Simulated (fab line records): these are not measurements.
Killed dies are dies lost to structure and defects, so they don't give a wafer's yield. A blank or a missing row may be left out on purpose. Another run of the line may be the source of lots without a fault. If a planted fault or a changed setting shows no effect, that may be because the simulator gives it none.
Matching of chambers | flow nand_harc | 4 sister chambers for NHARC_A_M1_ETCH_35 on rie_diel-13
The step etches the open film in N2/H2, target depth 40 nm, overetch 12 nm, time 43.94 s. 16 wafers are shown with their chamber, then 8 later ones without.

== WAFERS PAIRED WITH THEIR CHAMBERS ==
wafer  | chamber | showerhead_plenum_p_Torr (Torr) | drypump_motor_current_A (A) | rf_vpp_V (V)
L205.1 | 2       | 2.13                            | 6.2                         | 432.6
L205.2 | 1       | 2.03                            | 6.1                         | 430.0
L205.4 | 1       | 2.03                            | 6.1                         | 433.0
L209.1 | 2       | 2.13                            | 6.2                         | 433.9
L209.3 | 3       | 2.10                            | 5.4                         | 432.3
L209.5 | 2       | 2.13                            | 6.2                         | 432.2
L211.1 | 2       | 2.13                            | 6.2                         | 433.0
L211.4 | 3       | 2.09                            | 5.5                         | 429.5
L211.6 | 0       | 1.92                            | 5.4                         | 427.0
L222.3 | 1       | 2.02                            | 6.1                         | 430.2
L222.4 | 2       | 2.13                            | 6.2                         | 432.4
L222.6 | 3       | 2.09                            | 5.5                         | 431.9
L223.1 | 1       | 2.02                            | 6.1                         | 431.2
L223.3 | 3       | 2.09                            | 5.5                         | 432.9
L223.5 | 3       | 2.09                            | 5.5                         | 432.0
L224.2 | 1       | 2.02                            | 6.1                         | 428.9

SIGNATURES (averages over the wafers above)
reading                  | chamber 0 | chamber 1 | chamber 2 | chamber 3 | scatter within a chamber
showerhead_plenum_p_Torr | 1.9200    | 2.0240    | 2.1300    | 2.0920    | 0.00408
drypump_motor_current_A  | 5.400     | 6.100     | 6.200     | 5.480     | 0.0258
rf_vpp_V                 | 427.000   | 430.660   | 432.820   | 431.720   | 1.23
Rule: for each reading, subtract the chamber's mean from the wafer's reading, divide by that reading's scatter and square the result; add these up over the readings and take the root, which gives the wafer's distance from the chamber. The wafer belongs to the nearest chamber; if the next one is less than 2 further off, it can't be placed. How the scatter is found: for the shown wafers, subtract from each reading the mean of its chamber, square and add these, divide the total by (wafers less chambers), then take the root.

== WAFERS WITH NO CHAMBER GIVEN ==
wafer  | showerhead_plenum_p_Torr (Torr) | drypump_motor_current_A (A) | rf_vpp_V (V)
L224.5 | 2.02                            | 6.1                         | 429.8
L224.6 | 1.92                            | 5.5                         | 426.7
L226.2 | 1.92                            | 5.4                         | 426.3
L226.5 | 2.02                            | 6.1                         | 430.1
L226.6 | 2.13                            | 6.2                         | 432.4
L227.2 | 2.09                            | 5.5                         | 432.7
L227.3 | 2.02                            | 6.1                         | 431.9
L227.6 | 1.92                            | 5.4                         | 427.3

== WHICH CHAMBER EACH ONE RAN IN ==
wafer  | from the rows above | in truth
L224.5 | 1                   | 1
L224.6 | 0                   | 0
L226.2 | 0                   | 0
L226.5 | 1                   | 1
L226.6 | 2                   | 2
L227.2 | 3                   | 3
L227.3 | 1                   | 1
L227.6 | 0                   | 0
Correctly placed: 8 of 8. Left unplaced by these rows: 0. Wrongly placed: 0.
